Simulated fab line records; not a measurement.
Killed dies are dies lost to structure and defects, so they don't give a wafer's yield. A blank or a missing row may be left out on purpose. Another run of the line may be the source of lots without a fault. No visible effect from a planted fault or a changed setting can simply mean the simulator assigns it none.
Problem report in the 8D (eight disciplines) form, filled by code | flow n5_finfet | the parts of the form that need people (team, actions taken, sign-off) are left out

1. WHAT IS WRONG
Mean of barrier_field_endpoint_s at N5_BEOL_M13_CMP_49: 37.1 s across 4 wafers in 2 lots; on wafers with no fault it is 30.5 s (standard deviation 0.78). That puts it +8.5 standard deviations away from the usual mean.
The step: polishes, stops on SiOC, t overpolish 17.1 s, target thk 420 nm.
The first sign was on wafer L507.1 at day 14 18:35, on cmp-01. At this step, 33 wafers from 12 lots have a number in the record. The rule behind "out" and "out of limits": a value lying over 4 standard deviations away from the usual mean. The other wafers with a number count as sound.

2. WHAT IT IS; WHAT IT IS NOT
question                    | is                             | is not
which readings at this step | barrier_field_endpoint_s       | clearing_platen_down_force_psi, motor_current_A, platen_rpm, slurry_filter_dp_kPa
which lots                  | L507, L509                     | L494, L498, L499, L502, L503, L504, L505, L511, L516, L517
which wafers of those lots  | L507.1, L507.3, L509.1, L509.3 | L507.2, L509.2
read on which tools         | cmp-01                         | cmp-02, cmp-04
when                        | from day 14 18:35              | up to then (22 sound wafers); but 7 sound wafers of L509, L511, L516, L517 came after

3. WHAT RULES OUT EACH SUSPECT
Counting: any tool at a process step up to the reading remains a suspect provided it ran every lot that is out. Sound lots after the first of them don't rule it out here, since some wafers of a struck lot are sound.
- pvd_sputter-02 at N5_BEOL_M13_SPUTTER_43 (material TaN, target thk 15 nm, time 24.19 s): kept. It ran every lot that is out, first L507 (day 14 16:53); its last sound lot up to then is L505 (day 14 03:41).
- cmp-01 at N5_BEOL_M13_CMP_49 (polishes, stops on SiOC, t overpolish 17.1 s, target thk 420 nm): kept. It ran every lot that is out, first L507 (day 14 18:35); its last sound lot up to then is L504 (day 13 23:04). On those wafers its own readings are out: barrier_field_endpoint_s.
Remaining after the count are pvd_sputter-02 at N5_BEOL_M13_SPUTTER_43 and cmp-01 at N5_BEOL_M13_CMP_49.

4. THE CAUSE (what the simulator had put in)
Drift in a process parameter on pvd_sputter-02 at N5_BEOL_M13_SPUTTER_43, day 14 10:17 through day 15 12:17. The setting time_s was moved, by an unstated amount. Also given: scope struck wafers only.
This tool is one of the 2 suspects left after counting.

5. SEQUENCE OF EFFECTS, ordered by route
One row per reading whose mean, taken over the struck wafers that have a number, lies over 3 standard deviations from the usual. Only readings whose record carries a usual standard deviation are examined. hours: median over the lots of the time between each lot's start at the first step of this table that gives one and its start at this step. sigmas: the change, counted in usual standard deviations.
hours | step               | reading                  | usual  | on struck wafers | change | sigmas
0     | N5_BEOL_M13_CMP_49 | barrier_field_endpoint_s | 30.5 s | 37.1             | +6.6   | +8.5
Its process steps:
- N5_BEOL_M13_CMP_49: polishes, stops on SiOC, t overpolish 17.1 s, target thk 420 nm.
Later steps that measure or inspect, where all struck wafers having a row at the step show a number for every such reading and not one has moved that far: N5_BEOL_M14_OVL_MEAS_11.

6. HOW IT WOULD HAVE BEEN CAUGHT EARLIER
In this record the first reading out of limits was taken at day 14 18:35, 8 hours after the fault began at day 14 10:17.
No tool reading at N5_BEOL_M13_SPUTTER_43 that has a usual standard deviation in the record was out on any struck wafer, so an alarm limit of 4 standard deviations on those readings would not have fired.
L509, from the lots that are out (2), started N5_BEOL_M13_SPUTTER_43 on pvd_sputter-02 later than day 14 18:35. It would have been spared by a hold on the tool at that moment.
